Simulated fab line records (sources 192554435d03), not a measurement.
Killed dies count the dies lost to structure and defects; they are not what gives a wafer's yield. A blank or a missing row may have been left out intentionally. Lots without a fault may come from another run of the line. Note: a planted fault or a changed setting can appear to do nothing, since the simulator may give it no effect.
The tool behind it: which one?	flow n5-finfet	36 wafers from 12 lots sampled at 3 of the route's 1938 steps

## WHAT THE GAUGES READ, wafer by wafer
N5_BEOL_M9_THK_MEAS_01.
lot	measured	on	M9_ILD_THK (nm)
L075	day 9 18:31	film-metro-02	264 267 269
L076	day 10 01:35	film-metro-02	267 267 269
L080	day 10 19:18	film-metro-02	266 270 267
L081	day 11 00:01	film-metro-02	266 263 270
L083	day 11 16:55	film-metro-01	270 267 270
L085	day 11 22:27	film-metro-01	271 270 271
L087	day 13 00:40	film-metro-02	265 272 273
L088	day 13 09:09	film-metro-01	268 273 274
L092	day 13 23:13	film-metro-01	266 272 266
L093	day 14 07:49	film-metro-02	269 273 273
L095	day 15 03:32	film-metro-02	263 268 270
L097	day 15 21:11	film-metro-02	272 271 274

## EACH LOT AND THE TOOL THAT RAN IT (in order: tool; ch and the chambers of the sampled wafers; start)
lot	N5_BEOL_M8_SURFACE_TREAT_79	N5_BEOL_M9_CURE_71
L075	pvd-sputter-03, day 9 15:23	uv-cure-02 ch 1, day 9 18:04
L076	pvd-sputter-03, day 9 23:05	uv-cure-03 ch 1, day 10 00:36
L080	pvd-sputter-02, day 10 17:28	uv-cure-02 ch 1, day 10 18:47
L081	pvd-sputter-02, day 10 22:06	uv-cure-03 ch 0, day 10 23:35
L083	pvd-sputter-02, day 11 15:07	uv-cure-03 ch 1, day 11 16:25
L085	pvd-sputter-03, day 11 20:26	uv-cure-02 ch 0, day 11 22:01
L087	pvd-sputter-03, day 12 22:19	uv-cure-03 ch 1, day 12 23:59
L088	pvd-sputter-03, day 13 07:15	uv-cure-01 ch 2, day 13 08:48
L092	pvd-sputter-02, day 13 21:07	uv-cure-02 ch 0, day 13 22:42
L093	pvd-sputter-02, day 14 05:51	uv-cure-01 ch 0, day 14 07:23
L095	pvd-sputter-02, day 15 01:37	uv-cure-01 ch 2, day 15 03:02
L097	pvd-sputter-02, day 15 19:19	uv-cure-01 ch 0, day 15 20:40
- N5_BEOL_M8_SURFACE_TREAT_79
- N5_BEOL_M9_CURE_71: cures SiCOH lowk, time 240 s.

## THE ANSWER, worked out from the rows above alone
Rule: what is usual is taken from the lots themselves. Put in order of their means at a reading, lots are off if they are a third of the lots or fewer, leave a main group of 4 or more, and stand apart from it by a gap of 3 or more times the standard deviation of the main group's means; of several such gaps the widest counts. If all means in a main group match to the digits the tables above print for the reading, that group is not used. Also off: a lot with no number at a reading for which 4 or more lots have one. All remaining lots with rows at the step are treated as sound.
No lot is off at any reading shown: from this, nothing can be told.

## WHAT THE SIMULATOR PUT IN
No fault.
